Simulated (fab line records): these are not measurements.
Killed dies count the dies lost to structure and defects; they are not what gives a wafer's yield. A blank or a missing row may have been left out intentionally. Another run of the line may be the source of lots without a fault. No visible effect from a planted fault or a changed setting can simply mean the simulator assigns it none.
Which of the tools did it? | flow n5_finfet | 10 lots (30 wafers sampled), 1 step of a 1938-step route

## WHAT EACH GAUGE READ, for each wafer
N5_BEOL_M0_SAQP_THK_MEAS_05.
lot  | measured     | on            | thk_nm (nm)
L313 | day 6 17:19  | film_metro-02 | 58.7 60.8 60.0
L314 | day 6 17:39  | film_metro-01 | 60.0 59.7 61.8
L318 | day 7 07:41  | film_metro-01 | 58.4 60.3 60.9
L321 | day 8 10:52  | film_metro-02 | 59.5 59.1 61.0
L322 | day 8 16:31  | film_metro-02 | 59.8 60.4 60.6
L325 | day 9 08:55  | film_metro-02 | 59.3 60.6 60.2
L327 | day 9 16:26  | film_metro-02 | 59.8 60.0 60.0
L329 | day 9 19:49  | film_metro-01 | 60.1 60.4 59.3
L328 | day 9 23:14  | film_metro-02 | 60.2 62.2 61.5
L330 | day 10 10:16 | film_metro-02 | 60.5 61.0 60.7

## WHICH TOOL RAN EACH LOT (tool, then ch and the chambers of the sampled wafers, then the start)
The record shows no process step preceding these readings.

## THE ANSWER, worked out from the rows above alone
Rule: the usual values come from the lots themselves. Put in order of their means at a reading, lots are off if they are a third of the lots or fewer, leave a main group of 4 or more, and stand apart from it by a gap of 3 or more times the standard deviation of the main group's means; of several such gaps the widest counts. A main group whose means are all the same, to the digits that the tables above print for the reading, isn't used. A lot without any number at a reading at which 4 lots or more have one is off too. The other lots that the step has rows for count as sound.
No lot is off on any of the readings shown, so nothing can be concluded from this.

## WHAT WAS PUT IN BY THE SIMULATOR
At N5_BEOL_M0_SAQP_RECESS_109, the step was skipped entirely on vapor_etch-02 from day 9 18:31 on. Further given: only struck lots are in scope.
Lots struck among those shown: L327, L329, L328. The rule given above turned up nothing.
